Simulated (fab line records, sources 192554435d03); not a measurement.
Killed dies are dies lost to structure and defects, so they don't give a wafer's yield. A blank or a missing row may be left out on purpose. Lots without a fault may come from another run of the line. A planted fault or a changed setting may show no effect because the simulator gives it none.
Chamber matching | flow n5_finfet | N5_BEOL_M9_PECVD_70 on pecvd-02: 3 sister chambers
The step deposits SiO2 from TEOS/O2, target thk 20 nm, time 22.7 s. 6 wafers are shown with their chamber, then 6 later ones without.

WAFERS WITH THEIR CHAMBER
wafer  | chamber | showerhead_plenum_p_Torr (Torr) | throttle_valve_pct (%)
L480.6 | 0       | 8.70                            | 23.1
L481.1 | 0       | 8.72                            | 23.1
L483.3 | 2       | 8.77                            | 21.7
L483.6 | 2       | 8.79                            | 21.8
L499.3 | 1       | 8.88                            | 23.2
L499.6 | 1       | 8.85                            | 23.0

WAFERS WITHOUT THEIR CHAMBER
wafer  | showerhead_plenum_p_Torr (Torr) | throttle_valve_pct (%)
L497.1 | 8.76                            | 21.7
L497.5 | 8.84                            | 23.1
L497.6 | 8.71                            | 23.0
L498.3 | 8.86                            | 23.3
L498.4 | 8.88                            | 23.2
L498.5 | 8.69                            | 23.2

WHICH CHAMBER EACH WENT THROUGH
wafer  | from the rows above | in truth
L497.1 | 2                   | 2
L497.5 | 1                   | 1
L497.6 | 0                   | 0
L498.3 | 1                   | 1
L498.4 | 1                   | 1
L498.5 | 0                   | 0
Placed correctly: 6 of 6. Can't be placed from these rows: 0. Placed wrongly: 0.
How it was worked out, from the rows above alone: a wafer's distance from a chamber is the root of the sum, over the readings, of the square of ((its reading less the chamber's mean) divided by the reading's scatter). The wafer belongs to the nearest chamber; if the next one is less than 2 further off, it can't be placed. A chamber's mean is the mean of its shown wafers. The scatter: the root of (the sum of the squares of (reading less its chamber's mean) over the shown wafers, divided by (wafers less chambers)).
